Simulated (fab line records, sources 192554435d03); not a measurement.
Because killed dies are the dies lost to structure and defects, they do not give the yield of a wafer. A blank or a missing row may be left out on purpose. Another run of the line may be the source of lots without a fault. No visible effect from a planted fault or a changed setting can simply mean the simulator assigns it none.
fab line records	flow n5_finfet
[record] lots = 9	wafers = 27	last_day = 18
route steps=1938 shown MOL_CONTACT_COAG@619 BEOL_M0_SAQP@634 BEOL_M4@1111 PASSIVATION@1936
lots with no fault: from the same line, run without faults
start_h: hours from the record's first day to the start of the lot's first wafer shown	wait_h: time in hours since the lot's previous step	" the same as in the row above	L1.1+2: one row covering several wafers at once	- no value, or no start given	* or withheld: withheld	< > ~ a bound
route shown NAME@n: NAME is a module with steps in the file, n the number in the route of the first one	usual: the fault-free wafers' mean and standard deviation	same: alike in all rows	chamber/n: place in a boat	sites: readings site by site	_std_site: standard deviation of those values	_edge_site: the outer-site mean with the inner-site mean subtracted	radius_mm: for every site, how far away it sits from the centre of the wafer	mask NAME#n: copy n	behind: the tool/chamber that last shaped the wafer	hold: why the lot was held/for how many hours/how that ended	device: the n, p or np transistor that did not switch	end of line: the tests these same wafers got at the end of their route	step lacking rows: just its recipe	killed: dies that structure and defects cost at the first sort, which is not the same as the wafer's yield	map: a wafer's dies, marking killed ones x, the rest . and places with no die _
set.NAME: the setting that was run; set.NAME@STEP: the one run at that earlier step	model.NAME: the simulator's own value behind a step, which no gauge read
a sample of lots followed through the steps of the route, with each step as a table and each wafer as a row
services: a tool's chamber out of use, with start hour (start_h, from the record's first day; less than 0 if before it), hours out, and reason
[[steps]]
[step N5_MOL_CONTACT_COAG_STRIP_49]
[recipe] chemistry = N2/H2	time_s = 30	power_w = 1000	temp_c = 250	pressure_mtorr = withheld	n2_flow_sccm = 1750	h2_flow_sccm = 3250
[usual] drypump_motor_current_A = 5.4/0.36	heater_power_w = 334/39
[same] time_s = 30
lot.wafer	tool	chamber	start_h	wait_h	drypump_motor_current_A	heater_power_w	rf_hours_counter_h
L388.1	plasma_asher-02	0	131.70	-	5.8	301	99
L388.2	"	1	"	"	4.9	289	99
L388.3	"	1	"	"	4.9	299	-
L391.1	plasma_asher-01	1	149.27	-	5.4	354	50
L391.2	"	0	"	"	5.6	371	50
L391.6	"	0	"	"	5.7	387	-
L394.1	plasma_asher-02	1	164.33	-	4.9	290	106
L394.2	"	0	"	"	5.8	302	106
L394.5	"	0	"	"	5.8	305	-
L395.2	plasma_asher-02	1	168.73	-	4.9	297	106
L395.4	"	0	"	"	5.8	309	-
L395.6	"	0	"	"	5.8	306	-
L396.3	plasma_asher-02	1	172.55	-	4.9	294	-
L396.4	"	0	"	"	5.8	299	-
L396.6	"	1	"	"	4.9	287	-
L403.2	plasma_asher-02	1	215.21	-	4.9	297	115
L403.5	"	0	"	"	5.8	308	-
L403.6	"	1	"	"	4.9	292	-
L404.2	plasma_asher-02	0	220.68	-	5.8	298	115
L404.4	"	1	"	"	4.9	296	-
L404.5	"	0	"	"	5.8	299	-
L406.3	plasma_asher-01	1	233.59	-	5.4	345	-
L406.5	"	0	"	"	5.7	380	-
L406.6	"	1	"	"	5.5	372	-
L407.1	plasma_asher-02	1	237.77	-	4.9	292	118
L407.3	"	0	"	"	5.8	300	-
L407.4	"	1	"	"	4.9	292	-
[step N5_BEOL_M0_SAQP_HM_DEP_02]
[recipe] material = TiN	target_thk_a = 120	temp_c = 25	chamber_pressure_pa = 0.49996
[usual] susceptor_temp_C = 24.99/0.096	throttle_valve_pct = 29.8/1.1
lot.wafer	tool	chamber	start_h	wait_h	susceptor_temp_C	throttle_valve_pct
L388.1	pvd_sputter-03	-	136.70	0.6	24.83	27.3
L388.2	"	-	"	"	24.88	30.3
L388.3	"	-	"	"	24.97	31.4
L391.1	pvd_sputter-01	-	154.36	0.8	25.16	30.1
L391.2	"	-	"	"	24.84	29.1
L391.6	"	-	"	"	25.08	30.2
L394.1	pvd_sputter-01	-	168.87	0.2	24.75	29.7
L394.2	"	-	"	"	25.16	30.4
L394.5	"	-	"	"	24.91	30.2
L395.2	pvd_sputter-02	-	176.26	3.2	24.93	30.1
L395.4	"	-	"	"	24.98	29.2
L395.6	"	-	"	"	24.92	31.7
L396.3	pvd_sputter-02	-	176.96	0.1	24.97	29.6
L396.4	"	-	"	"	25.02	31.5
L396.6	"	-	"	"	25.01	29.2
L403.2	pvd_sputter-01	-	220.60	1.1	25.24	30.0
L403.5	"	-	"	"	24.88	29.0
L403.6	"	-	"	"	24.98	30.2
L404.2	pvd_sputter-01	-	226.83	1.8	24.94	28.8
L404.4	"	-	"	"	24.77	30.1
L404.5	"	-	"	"	25.05	29.0
L406.3	pvd_sputter-03	-	241.77	1.5	24.96	31.3
L406.5	"	-	"	"	25.03	27.4
L406.6	"	-	"	"	24.87	29.4
L407.1	pvd_sputter-03	-	245.27	2.0	25.10	31.3
L407.3	"	-	"	"	25.10	27.6
L407.4	"	-	"	"	24.98	30.3
[step N5_BEOL_M0_SAQP_PECVD_96]
[recipe] material = a-Si	target_thk_a = 450	temp_c = 350	precursor = SiH4/He	pressure_torr = 3	rf_w = 100	time_s = 45.2
[usual] heater_power_w = 638/65	rf_fwd_power_W = 99.2/0.36	run_length_s = 81.3/0.49	showerhead_plenum_p_Torr = 5.67/0.039	showerhead_vpp_V = 619/24	susceptor_temp_C = 350.01/0.19	throttle_valve_pct = 18.2/1
lot.wafer	tool	chamber	start_h	wait_h	heater_power_w	rf_fwd_power_W	run_length_s	showerhead_plenum_p_Torr	showerhead_vpp_V	susceptor_temp_C	throttle_valve_pct
L388.1	pecvd-04	2	136.86	0.0	611	99.2	81.7	5.72	636	349.97	18.2
L388.2	"	1	"	"	703	99.1	81.1	5.68	609	350.21	20.0
L388.3	"	0	"	"	646	98.8	81.4	5.67	617	349.80	17.1
L391.1	pecvd-04	1	154.51	0.0	708	99.4	81.1	5.68	614	350.05	19.7
L391.2	"	0	"	"	641	99.2	82.1	5.68	623	350.14	17.1
L391.6	"	2	"	"	634	99.0	81.3	5.71	646	350.06	18.0
L394.1	pecvd-04	2	169.02	0.0	563	98.4	81.2	5.72	640	350.16	17.9
L394.2	"	1	"	"	694	99.8	81.5	5.69	617	349.77	19.9
L394.5	"	1	"	"	665	99.4	81.5	5.69	619	349.83	19.7
L395.2	pecvd-04	0	176.41	0.0	629	99.4	81.8	5.69	612	350.12	17.0
L395.4	"	2	"	"	568	99.1	81.0	5.73	645	349.90	18.1
L395.6	"	0	"	"	613	99.5	81.2	5.68	608	349.99	17.5
L396.3	pecvd-01	0	177.12	0.0	636	99.4	81.9	5.65	621	349.97	17.7
L396.4	"	0	"	"	643	99.2	81.6	5.64	629	349.87	17.5
L396.6	"	2	"	"	674	99.3	81.5	5.74	585	349.98	17.6
L403.2	pecvd-04	0	220.75	0.0	602	99.3	81.2	5.67	615	349.80	17.4
L403.5	"	1	"	"	619	-	79.8	5.68	606	-	19.8
L403.6	"	2	"	"	631	98.9	81.1	5.72	647	349.83	18.1
L404.2	pecvd-01	0	226.98	0.0	656	98.6	82.0	5.65	635	350.27	17.7
L404.4	"	2	"	"	597	99.7	82.4	5.76	568	350.18	17.5
L404.5	"	0	"	"	565	98.9	81.6	5.66	625	349.90	17.4
L406.3	pecvd-01	0	241.92	0.0	624	99.2	81.4	5.66	619	350.22	17.8
L406.5	"	0	"	"	632	99.2	81.3	5.66	627	350.08	17.5
L406.6	"	1	"	"	784	99.3	81.2	5.61	640	350.63	18.3
L407.1	pecvd-01	1	245.42	0.0	778	99.1	80.8	5.63	641	349.79	18.1
L407.3	"	2	"	"	676	99.0	81.7	5.74	582	350.37	17.5
L407.4	"	2	"	"	673	98.9	81.5	5.75	567	350.07	17.4
[step N5_BEOL_M0_SAQP_HM_DEP_111]
[recipe] material = SiO2	target_thk_a = 120	temp_c = 400	precursor = SiH4/N2O	pressure_torr = 0.75	rf_w = 275	time_s = 7.2
[usual] heater_power_w = 792/87	rf_fwd_power_W = 273.0/0.98	showerhead_plenum_p_Torr = 8.15/0.1	showerhead_vpp_V = 1030/40	susceptor_temp_C = 399.98/0.24
[same] time_s = 7.2
lot.wafer	tool	chamber	start_h	wait_h	heater_power_w	rf_fwd_power_W	showerhead_plenum_p_Torr	showerhead_vpp_V	susceptor_temp_C
L388.1	pecvd-04	2	137.08	0.0	728	272.9	8.31	1054	400.11
L388.2	"	0	"	"	746	273.0	8.17	1004	400.30
L388.3	"	1	"	"	811	275.1	8.19	1026	399.80
L391.1	pecvd-01	0	154.73	0.0	804	273.3	8.12	1029	399.89
L391.2	"	1	"	"	842	272.1	8.02	1050	400.33
L391.6	"	2	"	"	810	272.2	8.34	959	399.88
L394.1	pecvd-01	0	169.24	0.0	777	272.7	8.11	1017	400.45
L394.2	"	1	"	"	1015	272.2	8.04	1064	399.73
L394.5	"	2	"	"	845	272.2	8.35	970	400.11
L395.2	pecvd-02	1	176.63	0.0	796	272.1	8.05	1059	400.35
L395.4	"	1	"	"	786	272.4	8.05	1044	399.88
L395.6	"	2	"	"	703	273.3	8.13	1079	400.26
L396.3	pecvd-02	1	177.36	0.1	714	272.5	8.06	1054	400.25
L396.4	"	2	"	"	811	273.0	8.13	1058	400.22
L396.6	"	1	"	"	712	272.7	8.04	1051	400.21
L403.2	pecvd-01	2	220.97	0.0	813	273.0	8.35	969	400.07
L403.5	"	1	"	"	972	272.3	8.04	1063	400.20
L403.6	"	2	"	"	810	273.2	8.34	955	399.88
L404.2	pecvd-01	1	227.20	0.0	980	272.0	8.02	1069	400.54
L404.4	"	1	"	"	1004	273.7	8.01	1068	400.24
L404.5	"	2	"	"	705	273.1	8.35	977	400.02
L406.3	pecvd-04	2	242.14	0.0	774	271.9	8.31	1075	400.05
L406.5	"	0	"	"	795	273.2	8.16	1026	399.90
L406.6	"	1	"	"	897	272.3	8.17	1021	399.84
L407.1	pecvd-04	0	245.63	0.0	826	273.2	8.17	989	400.11
L407.3	"	1	"	"	837	273.4	8.20	1047	400.14
L407.4	"	1	"	"	834	273.4	8.19	1037	399.50
[step N5_BEOL_M4_RC_MEAS_101]
[usual] DIBL_N = 36.4/2.7	DIBL_P = 36/3.2	IOFF_N = 0.16/0.046	IOFF_P = 0.21/0.055	ION_N = 677/15	ION_P = 464/11	SS_N = 71.5/0.79	SS_P = 73.3/0.93	VT_N = 250/4.1	VT_P = -251/4.4
lot.wafer	tool	chamber	start_h	wait_h	DIBL_N[mV/V]	DIBL_P[mV/V]	IOFF_N[nA/um]	IOFF_P[nA/um]	ION_N[uA/um]	ION_P[uA/um]	SS_N[mV/dec]	SS_P[mV/dec]	VT_N[mV]	VT_P[mV]
L388.1	prober-02	0	206.75	0.0	31.4	29	0.09	0.13	648	452	69.9	71.0	256	-257
L388.2	"	0	"	"	36.5	36	0.17	0.21	691	470	71.7	72.6	246	-249
L388.3	"	0	"	"	35.3	34	0.14	0.18	677	463	71.3	72.5	252	-253
L391.1	prober-01	0	232.56	0.0	32.3	32	0.10	0.15	669	465	70.9	71.4	255	-253
L391.2	"	0	"	"	36.5	38	0.17	0.23	687	472	71.7	72.6	248	-250
L391.6	"	0	"	"	33.2	33	0.11	0.16	665	458	70.6	71.4	251	-252
L394.1	prober-02	0	238.22	0.0	36.4	37	0.16	0.22	677	468	71.0	74.2	247	-248
L394.2	"	0	"	"	37.7	38	0.19	0.23	709	480	71.3	73.8	243	-249
L394.5	"	0	"	"	36.7	36	0.15	0.19	672	457	71.5	73.1	251	-252
L396.3	prober-02	0	249.67	0.3	35.0	36	0.17	0.21	704	478	71.3	73.8	246	-248
L396.4	"	0	"	"	33.4	34	0.15	0.20	691	471	70.3	72.8	246	-248
L396.6	"	0	"	"	32.7	33	0.13	0.17	668	460	70.5	72.9	249	-253
L395.2	prober-01	0	251.34	0.2	36.4	37	0.17	0.26	683	470	71.5	73.6	248	-245
L395.4	"	0	"	"	35.7	35	0.15	0.22	678	470	71.1	72.9	249	-248
L395.6	"	0	"	"	35.9	37	0.18	0.26	695	484	71.2	72.8	246	-249
L403.2	prober-02	0	293.20	0.2	36.9	38	0.17	0.24	689	475	71.3	74.3	247	-247
L403.5	"	0	"	"	37.6	37	0.17	0.24	675	466	72.1	74.6	249	-248
L403.6	"	0	"	"	37.0	36	0.17	0.22	676	454	71.6	74.0	248	-247
L404.2	prober-01	0	298.85	0.2	36.5	35	0.14	0.19	663	462	70.9	72.6	250	-251
L404.4	"	0	"	"	32.8	31	0.10	0.14	659	453	70.5	72.4	256	-256
L404.5	"	0	"	"	35.4	34	0.13	0.17	670	461	71.1	72.0	252	-255
L406.3	prober-02	0	319.36	0.3	40.0	38	0.21	0.22	677	457	72.4	73.5	249	-253
L406.5	"	0	"	"	36.7	34	0.14	0.16	659	448	71.2	72.5	253	-257
L406.6	"	0	"	"	41.0	40	0.23	0.25	689	467	72.3	74.2	247	-252
L407.1	prober-01	0	319.44	0.0	28.6	29	0.06	0.09	633	435	70.3	70.7	264	-265
L407.3	"	0	"	"	32.5	32	0.11	0.12	658	440	71.0	71.9	256	-259
L407.4	"	0	"	"	32.1	33	0.11	0.13	677	462	70.6	71.7	253	-259
[step N5_PASSIVATION_PROBE_49]
[usual] defect_limited_yield = 91.1/1.4	killed_at_M0_to_M3 = 34/9.7	killed_at_M4_up = 13/5.1	killed_at_contacts = 14/6.3	killed_at_front_end = 40/11	killed_at_other = 3.5/2.7	killed_dies = 105/16	killed_open = 70/12	killed_short = 34/7.8	sort_bin_5_function = 5.2/0.88	sort_bin_6_memory = 3.3/0.7	sort_bin_8_speed = 0.1/0.62	sort_n_pass = 1074/17	sort_yield_pct = 91.0/1.5
[same] gross_dies = 1180	killed_at_back_side = 0	sort_bin_4_leakage[%] = 0
lot.wafer	tool	chamber	start_h	wait_h	defect_limited_yield[%]	killed_at_M0_to_M3	killed_at_M4_up	killed_at_contacts	killed_at_front_end	killed_at_other	killed_dies	killed_open	killed_short	sort_bin_5_function[%]	sort_bin_6_memory[%]	sort_bin_8_speed[%]	sort_n_pass	sort_yield_pct[%]
L388.1	prober-01	-	307.65	0.0	91.7	42	16	13	26	1	98	62	34	4.5	3.4	0	1082	91.7
L388.2	prober-01	-	307.70	0.1	92.1	35	19	7	30	2	93	63	30	5.3	2.3	0	1087	92.1
L388.3	prober-01	-	307.75	0.1	90.5	35	16	20	39	2	112	75	35	4.4	4.7	0	1068	90.5
L391.1	prober-01	-	335.86	0.0	89.7	40	13	11	57	1	122	83	35	6.1	3.9	0	1058	89.7
L391.2	prober-01	-	335.91	0.1	90.7	36	10	13	47	4	110	77	32	5.4	3.8	0	1070	90.7
L391.6	prober-01	-	336.11	0.3	88.7	32	20	14	66	1	133	87	45	5.5	5.1	0	1047	88.7
L394.1	prober-01	-	339.32	0.0	90.6	31	15	8	49	8	111	71	38	6.1	2.7	0	1069	90.6
L394.2	prober-01	-	339.37	0.1	91.4	24	22	21	24	10	101	61	40	5.5	2.8	0	1079	91.4
L394.5	prober-01	-	339.52	0.2	91.6	31	18	19	22	9	99	62	35	5.2	2.7	0	1081	91.6
L395.2	prober-02	-	357.47	0.1	91.9	42	18	8	22	6	96	55	39	5.5	2.5	0	1084	91.9
L395.4	prober-02	-	357.57	0.2	92.2	21	12	18	37	4	92	68	23	5.0	2.7	0	1088	92.2
L395.6	prober-02	-	357.67	0.3	90.0	29	22	22	43	2	118	78	40	6.1	3.5	0	1062	90.0
L396.3	prober-01	-	357.51	0.1	92.9	28	10	14	27	5	84	60	23	4.2	2.5	0	1096	92.9
L396.4	prober-01	-	357.56	0.2	92.4	26	5	7	42	10	90	66	24	4.4	3.1	0	1090	92.4
L396.6	prober-01	-	357.66	0.3	92.7	36	10	5	30	5	86	57	27	4.7	2.2	0	1094	92.7
L403.2	prober-01	-	398.84	0.1	91.2	39	6	14	43	2	104	75	29	5.8	2.8	0	1076	91.2
L403.5	prober-01	-	398.99	0.2	93.1	38	8	13	15	8	82	50	27	4.2	2.5	0	1098	93.1
L403.6	prober-01	-	399.04	0.3	91.4	38	12	16	22	14	102	62	38	5.2	3.0	0	1078	91.4
L404.2	prober-01	-	403.13	0.1	88.7	40	16	6	68	3	133	89	44	6.2	4.4	0	1047	88.7
L404.4	prober-01	-	403.23	0.2	92.5	24	16	3	45	0	88	51	37	4.5	2.5	0	1092	92.5
L404.5	prober-01	-	403.28	0.2	93.1	23	14	4	39	1	81	49	31	3.7	2.8	0	1099	93.1
L406.3	prober-01	-	423.82	0.1	91.2	25	15	10	49	5	104	70	34	5.6	3.1	0	1076	91.2
L406.5	prober-01	-	423.92	0.2	88.7	32	28	8	62	3	133	90	43	7.5	3.6	0	1047	88.7
L406.6	prober-01	-	423.97	0.3	87.8	40	18	21	63	2	144	107	37	7.5	4.5	0	1036	87.8
L407.1	prober-01	-	429.84	0.0	92.8	27	15	8	32	3	85	65	16	3.8	3.0	7.0	1012	85.8
L407.3	prober-01	-	429.94	0.1	87.7	61	7	4	72	1	145	86	54	6.0	5.6	0	1035	87.7
L407.4	prober-01	-	429.99	0.2	91.4	30	13	14	41	3	101	72	27	5.7	2.8	0	1079	91.4
// killed by level:class
L388.1 BEOL_M0_SAQP:geometric_particle:short=12 BEOL_M3:geometric_particle:open=10 MOL_CONTACT_COAG:geometric_particle:open=9 BEOL_M0_SAQP:geometric_particle:open=9 BEOL_M4:geometric_particle:open=9 FIN_SAQP:geometric_particle:short=4 FIN_SAQP:geometric_particle:open=4 STI_FIN_REVEAL:geometric_particle:open=4
L388.2 STI_FIN_REVEAL:geometric_particle:open=10 BEOL_M4:geometric_particle:open=9 BEOL_M0_SAQP:geometric_particle:short=8 FIN_SAQP:geometric_particle:open=7 MOL_CONTACT_COAG:geometric_particle:open=7 BEOL_M0_SAQP:geometric_particle:open=7 BEOL_M3:geometric_particle:open=6 BEOL_M2:geometric_particle:open=6
L388.3 MOL_CONTACT_COAG:geometric_particle:open=17 STI_FIN_REVEAL:geometric_particle:open=16 BEOL_M0_SAQP:geometric_particle:short=11 BEOL_M4:geometric_particle:open=10 BEOL_M0_SAQP:geometric_particle:open=7 BEOL_M2:geometric_particle:open=5 BEOL_M3:geometric_particle:open=4 GATE_CUT:geometric_particle:short=4
L391.1 STI_FIN_REVEAL:geometric_particle:open=16 BEOL_M0_SAQP:geometric_particle:open=14 MOL_CONTACT_COAG:geometric_particle:open=9 BEOL_M2:geometric_particle:open=8 BEOL_M0_SAQP:geometric_particle:short=7 DUMMY_GATE:geometric_particle:open=6 STI_FIN_REVEAL:geometric_particle:short=5 GATE_CUT:geometric_particle:short=5
L391.2 MOL_CONTACT_COAG:geometric_particle:open=12 BEOL_M0_SAQP:geometric_particle:open=9 STI_FIN_REVEAL:geometric_particle:open=8 BEOL_M0_SAQP:geometric_particle:short=8 BEOL_M5:geometric_particle:open=8 FIN_SAQP:geometric_particle:open=7 DUMMY_GATE:geometric_particle:open=7 BEOL_M3:geometric_particle:open=7
L391.6 STI_FIN_REVEAL:geometric_particle:open=23 MOL_CONTACT_COAG:geometric_particle:open=11 STI_FIN_REVEAL:geometric_particle:short=8 BEOL_M0_SAQP:geometric_particle:short=6 BEOL_M0_SAQP:geometric_particle:open=6 BEOL_M4:geometric_particle:open=6 STARTING-WAFER:geometric_particle:short=6 FIN_SAQP:geometric_particle:open=5
L394.1 STI_FIN_REVEAL:geometric_particle:open=11 BEOL_M2:geometric_particle:open=10 DUMMY_GATE:geometric_particle:open=9 FIN_SAQP:geometric_particle:open=8 BEOL_M0_SAQP:geometric_particle:open=8 MOL_CONTACT_COAG:geometric_particle:open=7 STARTING-WAFER:geometric_particle:short=6 GATE_CUT:geometric_particle:short=6
L394.2 MOL_CONTACT_COAG:geometric_particle:open=16 BEOL_M0_SAQP:geometric_particle:short=9 BEOL_M4:geometric_particle:open=9 STARTING-WAFER:geometric_particle:short=5 MOL_CONTACT_COAG:geometric_particle:short=5 BEOL_M0_SAQP:geometric_particle:open=5 GATE_CUT:geometric_particle:short=4 PASS1_DEP:geometric_particle:short=4
L394.5 MOL_CONTACT_COAG:geometric_particle:open=16 BEOL_M4:geometric_particle:open=6 STI_FIN_REVEAL:geometric_particle:open=5 BEOL_M0_SAQP:geometric_particle:open=5 BEOL_M2:geometric_particle:short=5 BEOL_M3:geometric_particle:open=5 DUMMY_GATE:geometric_particle:open=4 BEOL_M1:geometric_particle:open=4
L395.2 BEOL_M0_SAQP:geometric_particle:short=7 BEOL_M1:geometric_particle:open=7 BEOL_M1:geometric_particle:short=7 BEOL_M4:geometric_particle:open=7 MOL_CONTACT_COAG:geometric_particle:open=6 BEOL_M2:geometric_particle:open=5 DUMMY_GATE:geometric_particle:open=4 BEOL_M0_SAQP:geometric_particle:open=4
L396.3 MOL_CONTACT_COAG:geometric_particle:open=14 BEOL_M2:geometric_particle:open=8 BEOL_M0_SAQP:geometric_particle:short=7 FIN_SAQP:geometric_particle:open=6 BEOL_M0_SAQP:geometric_particle:open=6 FIN_SAQP:geometric_particle:short=4 BEOL_M1:geometric_particle:open=4 DUMMY_GATE:geometric_particle:open=3
L396.4 STI_FIN_REVEAL:geometric_particle:open=14 FIN_SAQP:geometric_particle:open=6 BEOL_M2:geometric_particle:open=6 BEOL_M3:geometric_particle:open=6 MOL_CONTACT_COAG:geometric_particle:open=5 DUMMY_GATE:geometric_particle:open=4 MIM_TOP_ETCH:geometric_particle:open=4 BEOL_M0_SAQP:geometric_particle:open=4
L395.4 MOL_CONTACT_COAG:geometric_particle:open=15 BEOL_M1:geometric_particle:open=10 BEOL_M4:geometric_particle:open=9 STI_FIN_REVEAL:geometric_particle:open=8 DUMMY_GATE:geometric_particle:open=8 ILD0:geometric_particle:short=4 BEOL_M2:geometric_particle:open=4 FIN_SAQP:geometric_particle:open=3
L396.6 BEOL_M1:geometric_particle:open=9 STI_FIN_REVEAL:geometric_particle:open=8 BEOL_M0_SAQP:geometric_particle:short=7 BEOL_M2:geometric_particle:open=7 FIN_SAQP:geometric_particle:short=6 BEOL_M0_SAQP:geometric_particle:open=6 MOL_CONTACT_COAG:geometric_particle:open=5 FIN_SAQP:geometric_particle:open=4
L395.6 MOL_CONTACT_COAG:geometric_particle:open=20 BEOL_M4:geometric_particle:open=12 BEOL_M1:geometric_particle:open=10 BEOL_M0_SAQP:geometric_particle:open=7 FIN_SAQP:geometric_particle:short=6 DUMMY_GATE:geometric_particle:open=6 BEOL_M0_SAQP:geometric_particle:short=6 BEOL_M4:geometric_particle:short=5
L403.2 STI_FIN_REVEAL:geometric_particle:open=22 MOL_CONTACT_COAG:geometric_particle:open=12 BEOL_M3:geometric_particle:open=10 BEOL_M0_SAQP:geometric_particle:open=8 BEOL_M0_SAQP:geometric_particle:short=8 STI_FIN_REVEAL:geometric_particle:short=7 BEOL_M2:geometric_particle:open=5 FIN_SAQP:geometric_particle:short=3
L403.5 BEOL_M0_SAQP:geometric_particle:short=12 MOL_CONTACT_COAG:geometric_particle:open=11 BEOL_M3:geometric_particle:open=9 BEOL_M0_SAQP:geometric_particle:open=8 MIM_TOP_ETCH:geometric_particle:short=4 ILD0:geometric_particle:short=3 BEOL_M1:geometric_particle:open=3 BEOL_M2:geometric_particle:open=3
L403.6 MOL_CONTACT_COAG:geometric_particle:open=13 BEOL_M1:geometric_particle:open=10 BEOL_M3:geometric_particle:open=6 GATE_CUT:geometric_particle:short=6 BEOL_M0_SAQP:geometric_particle:short=5 MIM_TOP_ETCH:geometric_particle:short=5 BEOL_M2:geometric_particle:open=5 BEOL_M0_SAQP:geometric_particle:open=4
L404.2 FIN_SAQP:geometric_particle:short=19 FIN_SAQP:geometric_particle:open=19 BEOL_M2:geometric_particle:open=15 BEOL_M1:geometric_particle:open=14 STI_FIN_REVEAL:geometric_particle:open=8 MOL_CONTACT_COAG:geometric_particle:open=6 GATE_CUT:geometric_particle:short=6 BEOL_M3:geometric_particle:open=4
L404.4 FIN_SAQP:geometric_particle:open=10 FIN_SAQP:geometric_particle:short=7 BEOL_M0_SAQP:geometric_particle:open=6 BEOL_M1:geometric_particle:open=6 STI_FIN_REVEAL:geometric_particle:open=5 GATE_CUT:geometric_particle:short=5 BEOL_M4:geometric_particle:short=5 STARTING-WAFER:geometric_particle:short=5
L404.5 FIN_SAQP:geometric_particle:open=13 FIN_SAQP:geometric_particle:short=9 BEOL_M1:geometric_particle:open=8 BEOL_M4:geometric_particle:short=7 BEOL_M0_SAQP:geometric_particle:open=5 BEOL_M2:geometric_particle:open=5 STI_FIN_REVEAL:geometric_particle:open=4 DUMMY_GATE:geometric_particle:short=3
L406.3 STI_FIN_REVEAL:geometric_particle:open=22 BEOL_M0_SAQP:geometric_particle:open=10 MOL_CONTACT_COAG:geometric_particle:open=9 BEOL_M4:geometric_particle:short=7 STI_FIN_REVEAL:geometric_particle:short=6 BEOL_M0_SAQP:geometric_particle:short=5 FIN_SAQP:geometric_particle:open=4 FIN_SAQP:geometric_particle:short=4
L406.5 STI_FIN_REVEAL:geometric_particle:open=18 FIN_SAQP:geometric_particle:open=12 BEOL_M5:geometric_particle:open=10 GATE_CUT:geometric_particle:short=9 FIN_SAQP:geometric_particle:short=8 MOL_CONTACT_COAG:geometric_particle:open=7 BEOL_M1:geometric_particle:open=6 BEOL_M1:geometric_particle:short=6
L406.6 STI_FIN_REVEAL:geometric_particle:open=30 MOL_CONTACT_COAG:geometric_particle:open=20 BEOL_M0_SAQP:geometric_particle:open=12 FIN_SAQP:geometric_particle:open=10 BEOL_M0_SAQP:geometric_particle:short=8 BEOL_M2:geometric_particle:open=8 STI_FIN_REVEAL:geometric_particle:short=7 BEOL_M4:geometric_particle:open=7
L407.1 STI_FIN_REVEAL:geometric_particle:open=13 BEOL_M1:geometric_particle:open=8 BEOL_M4:geometric_particle:open=8 MOL_CONTACT_COAG:geometric_particle:open=6 BEOL_M2:geometric_particle:open=6 BEOL_M0_SAQP:geometric_particle:open=4 HKMG_FIN:area_etch=4 FIN_SAQP:geometric_particle:short=3
L407.3 FIN_SAQP:geometric_particle:short=19 STI_FIN_REVEAL:geometric_particle:open=17 BEOL_M3:geometric_particle:open=15 FIN_SAQP:geometric_particle:open=14 BEOL_M0_SAQP:geometric_particle:short=12 BEOL_M2:geometric_particle:open=12 BEOL_M1:geometric_particle:open=6 HKMG_FIN:area_etch=5
L407.4 MOL_CONTACT_COAG:geometric_particle:open=12 FIN_SAQP:geometric_particle:open=11 STI_FIN_REVEAL:geometric_particle:open=11 BEOL_M3:geometric_particle:open=8 BEOL_M2:geometric_particle:open=7 BEOL_M0_SAQP:geometric_particle:short=5 DUMMY_GATE:geometric_particle:open=4 BEOL_M4:geometric_particle:open=4
[[services]]
tool	chamber	start_h	hours	kind
pvd_sputter-02	-	116.29	4.1	repair
pvd_sputter-03	-	137.19	0.5	repair
pvd_sputter-01	-	172.98	11.1	repair
pecvd-02	0	175.39	2.1	scheduled_down
pecvd-04	0	182.03	5.5	scheduled_down
pecvd-02	2	185.05	3.7	repair
pecvd-01	2	189.61	5.5	scheduled_down
pecvd-02	2	206.92	5.5	scheduled_down
pecvd-02	-	222.48	6.0	pm
pecvd-01	-	224.41	0.5	repair
[[key]]
[first_sign] step = N5_BEOL_M0_SAQP_PECVD_96	reading = run_length_s	direction = down	sigmas = 3	usual = *	struck = *
effect none on later readings
met_at N5_BEOL_M0_SAQP_PECVD_96
struck_lots L403
struck_wafers L403.5
not_acting_at N5_MOL_CONTACT_COAG_STRIP_49,N5_BEOL_M0_SAQP_HM_DEP_02,N5_BEOL_M0_SAQP_HM_DEP_111
onset_between 169.02 220.75
[fault] kind = process_parameter_drift	tool = pecvd-04	chamber = 1	onset_h = 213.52	steps = N5_BEOL_M0_SAQP_PECVD_96	channel = time_s	offset = *	shape = step	end_h = 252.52	acts_in = *	stated = *
